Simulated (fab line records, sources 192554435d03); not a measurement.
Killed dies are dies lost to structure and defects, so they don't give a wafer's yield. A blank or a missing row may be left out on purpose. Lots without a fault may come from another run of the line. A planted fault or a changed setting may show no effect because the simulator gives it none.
A struck lot beside a sound one | flow n5_finfet | 41 steps out of a route of 1938
Sound: wafers L644.1, L644.3, L644.4. Struck: wafers L657.4, L657.6. (L657.5 of the same lot was not struck and is left out.) The cause comes at the end.
At each step with rows: each side's tool, then ch and its chambers, then its first start. Under that, the readings that differ: sound wafers | struck wafers | difference of the means | sigmas: that difference in standard deviations of wafers without a fault.
alike: readings whose means differ by less than 2 such deviations, and words and numbers that are the same on both sides. not compared: withheld readings, readings that some wafer has no value for, bounds like >300 that may hide the same value, and numbers for which the record gives no deviation and whose values overlap.
The two part at a step that has a row with sigmas, a row that says differs or no value, or rows on one side only. Numbers that don't overlap but have no deviation are shown without sigmas and don't part them. A reading that every wafer of one side lacks parts them only if that side has two wafers or more.

first, 12 steps without rows for these wafers: N5_HKMG_FIN_STRIP_33 (strips in N2/H2); N5_HKMG_FIN_STRIP_34 (strips in CF4); N5_HKMG_FIN_ETCH_35 (etches SOC in N2/H2, target depth 215.8 nm, time 243.4 s); N5_HKMG_FIN_STRIP_92 (strips SOC in N2/H2, time 20 s); N5_HKMG_FIN_WET_ETCH_18 (etches TiN in SC1, time 55 s, target depth 5.2 nm, rinse time 30 s); N5_HKMG_FIN_STRIP_19 (strips in N2/H2, time 360 s); N5_HKMG_FIN_ALD_91 (deposits TiN, target thk 1 nm, pulse time 1 s, purge time 3 s); N5_HKMG_FIN_COAT_85 (time 60 s, resist thk 300 nm); N5_HKMG_FIN_ETCH_86 (etches SOC in N2/H2, stops on TiN, target depth 393.2 nm); N5_HKMG_FIN_STRIP_89 (strips SOC in N2/H2, time 20 s); N5_HKMG_FIN_WET_ETCH_87 (etches TiN in SC1, time 154.2 s, target depth 4.7 nm, rinse time 30 s); N5_HKMG_FIN_STRIP_88 (strips in N2/H2, time 360 s).
N5_HKMG_FIN_NWFM_ALD_20: deposits TiAlC, target thk 2 nm, pulse time 3 s, purge time 2 s.
  sound on ald_metal-02 ch 0,1,2, day 5 09:56; struck on ald_metal-02 ch 0, day 8 17:59
  reading                                         | sound | struck  | difference | sigmas
  ald_cycles                                      | 7 7 7 | 5 5     | -2         |
  model.TiAlC_of_HKMG_FIN_NWFM_ALD_20.thk_nm (nm) | 2 2 2 | 1.4 1.4 | -0.6       |
  alike: heater_power_w, precursor_pulse_height_rel
then, 26 steps without rows for these wafers: N5_HKMG_FIN_ALD_71 (deposits TiN, target thk 1 nm, pulse time 1 s, purge time 3 s); N5_HKMG_FIN_COAT_66 (time 60 s, resist thk 300 nm); N5_HKMG_FIN_ETCH_67 (etches SOC in N2/H2, stops on TiN, target depth 388.9 nm); N5_HKMG_FIN_STRIP_90 (strips SOC in N2/H2, time 20 s); N5_HKMG_FIN_WET_ETCH_73 (etches the open film in SC1, time 42.3 s, target depth 1.3 nm, rinse time 30 s); N5_HKMG_FIN_ETCHBACK_68 (etches the open film in Cl2/Ar, stops on HfO2, target depth 0.5 nm); N5_HKMG_FIN_STRIP_69 (strips in N2/H2, time 360 s); N5_HKMG_FIN_ALD_21 (deposits TiN, target thk 1.5 nm, pulse time 1 s, purge time 3 s); N5_HKMG_FIN_ALD_72 (deposits W, target thk 2 nm, pulse time 1 s, purge time 2 s); N5_HKMG_FIN_W_FILL_22 (material W, target thk 60 nm, time 18.2 s); N5_HKMG_FIN_PRECLEAN_83 (cleans in DIW, time 57.5 s); N5_HKMG_FIN_SRD_84 (dry time 32 s); N5_HKMG_FIN_CMP_23 (polishes, stops on SiNx, t overpolish 10 s, target thk 46.326 nm); N5_HKMG_FIN_CMP_94 (polishes, stops on SiNx, t overpolish 4.7 s, target thk 43.299 nm); N5_GATE_CUT_ETCHBACK_00 (etches W in SF6/Cl2); N5_GATE_CUT_ETCH_56 (etches TiN in Cl2/Ar, target depth 21.6 nm); N5_GATE_CUT_ETCHBACK_30 (etches TiN in Cl2/Ar, target depth 3 nm); N5_GATE_CUT_VAPOR_ETCH_60 (etches HfO2 in BCl3/Cl2); N5_GATE_CUT_ETCH_58 (etches SiNx in CH3F/O2, target depth 17 nm, time 128.6 s); N5_GATE_CUT_STRIP_59 (strips in N2/H2, time 20 s); N5_GATE_CUT_PRECLEAN_31 (cleans in DIW, time 300 s); N5_GATE_CUT_SRD_32 (time 30 s); N5_GATE_CUT_SAC_CAP_01 (material SiNx, target thk 24 nm, pulse time 1 s, ald cycles 480); N5_GATE_CUT_PECVD_57 (deposits SiNx from SiH4/NH3/N2, target thk 21 nm); N5_GATE_CUT_CMP_02 (polishes, stops on SiO2, t overpolish 12.7 s, target thk 0 nm); N5_GATE_CUT_HM_DEP_46 (deposits SiO2 from TEOS/O2, target thk 130 nm, time 26.6 s).
-- the record jumps here: 4 days lie between the struck wafers' starts before and after (it left off in module GATE_CUT and takes up again in module BEOL_M4, whose first step shown is number 1111 of the route) --
N5_BEOL_M4_RC_MEAS_101:
  sound on prober-01 ch 0, day 9 17:58; struck on prober-01 ch 0, day 12 21:39
  reading             | sound                     | struck           | difference | sigmas
  IOFF_N (nA/um)      | 0.160 0.154 0.143         | 0.021 0.020      | -0.132     | -5
  IOFF_N_85C (nA/um)  | 3.0 2.9 2.8               | 0.6 0.5          | -2.3       | -5
  IOFF_N_LIN (nA/um)  | 0.072 0.070 0.067         | 0.010 0.010      | -0.060     | -5
  IOFF_N_LONG (nA/um) | 5.36e-05 5.38e-05 5.4e-05 | 2.2e-05 2.28e-05 | -3.1e-05   | -11
  ION_N (uA/um)       | 665 659 668               | 560 556          | -106       | -10
  ION_P (uA/um)       | 461 460 463               | 476 478          | +16        | +2
  VT_N (mV)           | 250.9 253.5 251.8         | 302.2 303.8      | +50.9      | +18
  VT_N_LONG (mV)      | 275.6 275.4 274.2         | 324.4 327.3      | +50.8      | +27
  VT_N_LVT (mV)       | 98 100 100                | 150 150          | +51        | +16
  VT_P_LVT (mV)       | -98.0 -98.7 -97.9         | -89.2 -90.8      | +8.2       | +3
  alike: DIBL_N, DIBL_P, IOFF_P, IOFF_P_LIN, IOFF_P_LONG, SS_N, SS_P, VT_P, VT_P_LONG
-- the record jumps here: 4 days lie between the struck wafers' starts before and after (it left off in module BEOL_M4 and takes up again in module PASSIVATION, whose first step shown is number 1936 of the route) --
N5_PASSIVATION_PROBE_49:
  the record has rows for the struck wafers here (prober-02, day 17 04:32) and none for the sound ones

WHERE THEY PART
First at N5_BEOL_M4_RC_MEAS_101; last, within this record, at N5_PASSIVATION_PROBE_49.

WHY: what the simulator had put in
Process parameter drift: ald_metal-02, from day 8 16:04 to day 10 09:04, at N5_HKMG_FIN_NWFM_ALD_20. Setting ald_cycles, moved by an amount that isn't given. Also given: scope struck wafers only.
